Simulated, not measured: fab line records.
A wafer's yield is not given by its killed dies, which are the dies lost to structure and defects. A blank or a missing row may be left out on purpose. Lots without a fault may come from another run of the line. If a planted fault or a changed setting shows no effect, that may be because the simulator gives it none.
8D (eight disciplines) problem report, filled in by code :: flow nand-harc :: the parts of the form that need people (team, actions taken, sign-off) are left out

== 1. PROBLEM STATEMENT ==
oes-product-au at NHARC_P_M2_ETCH_35 reads a mean of 0.850 a.u. on 1 wafer of 1 lot; wafers without a fault read 1.002 a.u. with a standard deviation of 0.012. That is -13 standard deviations from the usual mean.
The step: etches the open film in N2/H2, target depth 40 nm, overetch 12 nm, time 43.94 s.
First observed at day 9 09:27: wafer L977.4, on rie-diel-03. Wafers with a number at this step in the record: 15, from 5 lots. Rule for "out", or "out of limits": more than 4 standard deviations from the usual mean. The other wafers with a number count as sound.

== 2. WHAT IT IS, WHAT IT ISN'T ==
question: which readings at this step
is: oes-product-au
is not: drypump-motor-current-A, rf-vpp-V, showerhead-plenum-p-Torr, throttle-valve-pct

question: which lots
is: L977
is not: L967, L968, L976, L979

question: which wafers of those lots
is: L977.4
is not: L977.1, L977.2

question: read on which tools
is: rie-diel-03
is not: rie-diel-13

question: when
is: from day 9 09:27
is not: up to then (8 sound wafers); but 6 sound wafers of L976, L979 came after

== 3. WHAT RULES OUT EACH SUSPECT ==
Counting: if a tool at a process step up to the reading ran every lot that is out, it stays a suspect. Sound lots after the first of them don't rule it out here, since some wafers of a struck lot are sound.
- rie-diel-03 at NHARC_P_M2_DESCUM_14 (chemistry O2, time 3 s): kept. L977, the lot that is out, went through it at day 9 09:22; up to then, the latest sound lot through it was L967 at day 6 21:40.
- rie-diel-03 at NHARC_P_M2_ETCH_35 (etches the open film in N2/H2, target depth 40 nm, overetch 12 nm, time 43.94 s): kept. L977, the lot that is out, went through it at day 9 09:27; up to then, the latest sound lot through it was L967 at day 6 21:44. Its own readings are out on those wafers: oes-product-au.
- Within rie-diel-03 at NHARC_P_M2_DESCUM_14: the wafers that are out ran in chamber 0; their sound lot-mates ran in chambers 1, 3.
- Within rie-diel-03 at NHARC_P_M2_ETCH_35: the wafers that are out ran in chamber 3; their sound lot-mates ran in chambers 0, 2.
Remaining after the count are rie-diel-03 at NHARC_P_M2_DESCUM_14 and rie-diel-03 at NHARC_P_M2_ETCH_35.

== 4. THE CAUSE (what the simulator had put in) ==
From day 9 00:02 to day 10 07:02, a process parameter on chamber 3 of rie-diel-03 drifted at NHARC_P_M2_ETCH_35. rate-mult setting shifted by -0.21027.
Counting leaves 2 suspects; this tool is one of them.

== 5. THE CHAIN OF EFFECTS, in route order ==
Each row: a reading whose mean over the struck wafers that have a number lies more than 3 standard deviations from the usual. Readings are gone through only where the record gives a usual standard deviation; hours: the median, over the lots, of the time from a lot's start at the first step in this table giving one to that lot's start at this step; sigmas: the change measured in usual standard deviations.
hours: 0
step: NHARC_P_M2_ETCH_35
reading: oes-product-au
usual: 1.002 a.u.
on struck wafers: 0.850
change: -0.152
sigmas: -13
Here are the process steps it includes:
- NHARC_P_M2_ETCH_35: etches the open film in N2/H2, target depth 40 nm, overetch 12 nm, time 43.94 s.

== 6. HOW IT WOULD HAVE BEEN CAUGHT EARLIER ==
The fault began at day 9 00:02; the first out-of-limits reading in this record came at day 9 09:27, 9 hours later.
